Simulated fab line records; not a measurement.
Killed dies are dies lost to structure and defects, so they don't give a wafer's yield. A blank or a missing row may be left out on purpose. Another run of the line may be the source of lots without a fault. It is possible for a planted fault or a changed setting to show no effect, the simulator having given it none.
A struck lot beside a sound one | flow nandHarc | 13 out of 1302 route steps
Sound: the wafers L168.1, L168.2, L168.3. The struck wafers were L167.4, L167.5, L167.6. The cause is named last.
For every step that has rows: the tool of each side, followed by ch and its chambers, followed by its first start. Under that, the readings that differ: sound wafers | struck wafers | difference of the means | sigmas: that difference in standard deviations of wafers without a fault.
alike: words and numbers the same on both sides, and readings whose means are apart by under 2 such deviations; not compared: readings that were withheld, readings missing a value for some wafer, numbers with overlapping values and no deviation given by the record, and bounds like >300 which may hide the same value.
A row with sigmas, a row that says differs or no value, or rows on one side alone: a step with any of these is where the two part. Numbers that have no deviation but don't overlap get no sigmas and don't part them. A reading missing from all wafers of one side parts the sides only when that side holds two or more wafers.

NHARC_P_GATE_DESCUM_61: chemistry O2, time 3 s.
  sound on rieDiel-11 ch 1,2,3, day 13 08:56; struck on rieDiel-01 ch 2,3, day 13 00:19
  alike: drypumpMotorCurrentA, oesProductAu, rfVppV, showerheadPlenumPTorr, throttleValvePct
  not compared: rfHoursCounterH
next, for these wafers, 1 step has no rows: NHARC_P_GATE_IMPLANT_62.
NHARC_P_GATE_STRIP_112: strips in N2/H2, time 200 s.
  sound on plasmaAsher-01 ch 0,1, day 13 09:20; struck on plasmaAsher-02 ch 0,1, day 13 00:47
  alike: drypumpMotorCurrentA, heaterPowerW
  not compared: rfHoursCounterH
NHARC_P_GATE_STRIP_76: strips in O2.
  sound on plasmaAsher-01 ch 0,1, day 13 09:35; struck on plasmaAsher-02 ch 0,1, day 13 00:59
  alike: drypumpMotorCurrentA, heaterPowerW
  not compared: rfHoursCounterH
then, 8 steps without rows for these wafers: NHARC_P_GATE_STRIP_63 (strips in SPM, time 900 s); NHARC_P_GATE_DEHYDRATE_83 (time 120 s); NHARC_P_GATE_HMDS_84 (time 30 s); NHARC_P_GATE_COAT_85; NHARC_P_GATE_SOFTBAKE_86 (time 95 s); NHARC_P_GATE_EBR_87; NHARC_P_GATE_EXPOSE_88 (exposes mask P HVN, target cd 2000 nm); NHARC_P_GATE_PEB_89 (peb time 85 s).
NHARC_P_GATE_DEVELOP_90: time 70 s.
  sound on lithoTrack-07 ch 0, day 13 10:00; struck on lithoTrack-05, day 13 01:00
  no value came back on the struck wafers for chillPlateTempC (C), exhaustPa (Pa), timeS (s); on the sound wafers chillPlateTempC (C) reads 23.04 23.07 22.92

== WHERE THEY PART ==
Only at NHARC_P_GATE_DEVELOP_90, as far as this record shows.

WHY: whatever the simulator had introduced
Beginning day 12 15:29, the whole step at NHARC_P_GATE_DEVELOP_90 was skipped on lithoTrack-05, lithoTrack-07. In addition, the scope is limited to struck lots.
